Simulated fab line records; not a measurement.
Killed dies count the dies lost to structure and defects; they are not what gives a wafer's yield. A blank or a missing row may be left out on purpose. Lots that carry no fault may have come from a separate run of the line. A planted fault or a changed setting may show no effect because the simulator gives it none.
Chamber matching + flow nand-harc + NHARC_P_GATE_DESCUM_93 on rie-diel-11: 4 sister chambers
The step chemistry O2, time 3 s. 22 wafers are shown with their chamber, then 11 later ones without.

## WAFERS, EACH WITH ITS CHAMBER
| wafer  | chamber | showerhead-plenum-p-Torr (Torr) | drypump-motor-current-A (A) | oes-product-au (a.u.) |
|--------|---------|---------------------------------|-----------------------------|-----------------------|
| L076.1 | 3       | 1.89                            | 5.7                         | 1.009                 |
| L076.3 | 2       | 1.89                            | 5.8                         | 1.004                 |
| L076.4 | 1       | 1.95                            | 5.7                         | 1.005                 |
| L076.2 | 0       | 1.81                            | 5.5                         | 1.010                 |
| L076.5 | 0       | 1.81                            | 5.5                         | 1.011                 |
| L076.6 | 3       | 1.89                            | 5.8                         | 0.996                 |
| L077.1 | 3       | 1.89                            | 5.7                         | 0.999                 |
| L077.4 | 0       | 1.81                            | 5.5                         | 1.007                 |
| L077.6 | 3       | 1.89                            | 5.7                         | 0.997                 |
| L080.1 | 0       | 1.81                            | 5.5                         | 1.009                 |
| L080.2 | 1       | 1.95                            | 5.7                         | 1.003                 |
| L080.4 | 2       | 1.89                            | 5.8                         | 0.995                 |
| L088.2 | 1       | 1.95                            | 5.7                         | 1.007                 |
| L088.5 | 0       | 1.81                            | 5.5                         | 1.012                 |
| L088.6 | 3       | 1.88                            | 5.7                         | 0.993                 |
| L086.2 | 0       | 1.81                            | 5.5                         | 1.010                 |
| L086.4 | 2       | 1.88                            | 5.7                         | 0.999                 |
| L086.6 | 3       | 1.88                            | 5.8                         | 0.991                 |
| L091.2 | 3       | 1.88                            | 5.7                         | 1.012                 |
| L091.5 | 3       | 1.88                            | 5.7                         | 1.012                 |
| L091.6 | 0       | 1.81                            | 5.5                         | 1.011                 |
| L091.1 | 1       | 1.95                            | 5.7                         | 1.000                 |

SIGNATURES (averages over the wafers above)
| reading                  | chamber 0 | chamber 1 | chamber 2 | chamber 3 | scatter within a chamber |
|--------------------------|-----------|-----------|-----------|-----------|--------------------------|
| showerhead-plenum-p-Torr | 1.8100    | 1.9500    | 1.8867    | 1.8850    | 0.00385                  |
| drypump-motor-current-A  | 5.500     | 5.700     | 5.767     | 5.725     | 0.0347                   |
| oes-product-au           | 1.01000   | 1.00375   | 0.99933   | 1.00113   | 0.00577                  |
Rule: distance of a wafer from a chamber = root of the sum over the readings of ((wafer's reading minus chamber's mean) / reading's scatter) squared. If the next closest chamber is less than 2 further off than the closest, the wafer can't be placed; otherwise it belongs to the closest. The scatter is the square root of a quotient: the sum, over the shown wafers, of each reading's squared deviation from its chamber's mean, divided by wafers minus chambers.

## WAFERS WITH NO CHAMBER GIVEN
| wafer  | showerhead-plenum-p-Torr (Torr) | drypump-motor-current-A (A) | oes-product-au (a.u.) |
|--------|---------------------------------|-----------------------------|-----------------------|
| L091.3 | 1.81                            | 5.5                         | 1.000                 |
| L091.4 | 1.88                            | 5.7                         | 1.003                 |
| L094.1 | 1.94                            | 5.7                         | 0.995                 |
| L094.5 | 1.88                            | 5.7                         | 1.006                 |
| L094.6 | 1.80                            | 5.5                         | 1.005                 |
| L093.3 | 1.94                            | 5.7                         | 1.010                 |
| L093.4 | 1.88                            | 5.8                         | 1.012                 |
| L093.6 | 1.94                            | 5.7                         | 1.005                 |
| L096.1 | 1.94                            | 5.7                         | 0.993                 |
| L096.3 | 1.88                            | 5.7                         | 1.010                 |
| L096.4 | 1.88                            | 5.8                         | 1.003                 |

## WHICH CHAMBER EACH ONE RAN IN
| wafer  | from the rows above     | in truth |
|--------|-------------------------|----------|
| L091.3 | 0                       | 0        |
| L091.4 | can't be placed: 3 or 2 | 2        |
| L094.1 | 1                       | 1        |
| L094.5 | can't be placed: 3 or 2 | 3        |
| L094.6 | 0                       | 0        |
| L093.3 | 1                       | 1        |
| L093.4 | can't be placed: 2 or 3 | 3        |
| L093.6 | 1                       | 1        |
| L096.1 | 1                       | 1        |
| L096.3 | can't be placed: 3 or 2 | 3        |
| L096.4 | can't be placed: 2 or 3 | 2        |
Correctly placed: 6 of 11. Cannot be placed on the basis of these rows: 5; the candidates contain the true chamber in 5. 0 placed wrongly.
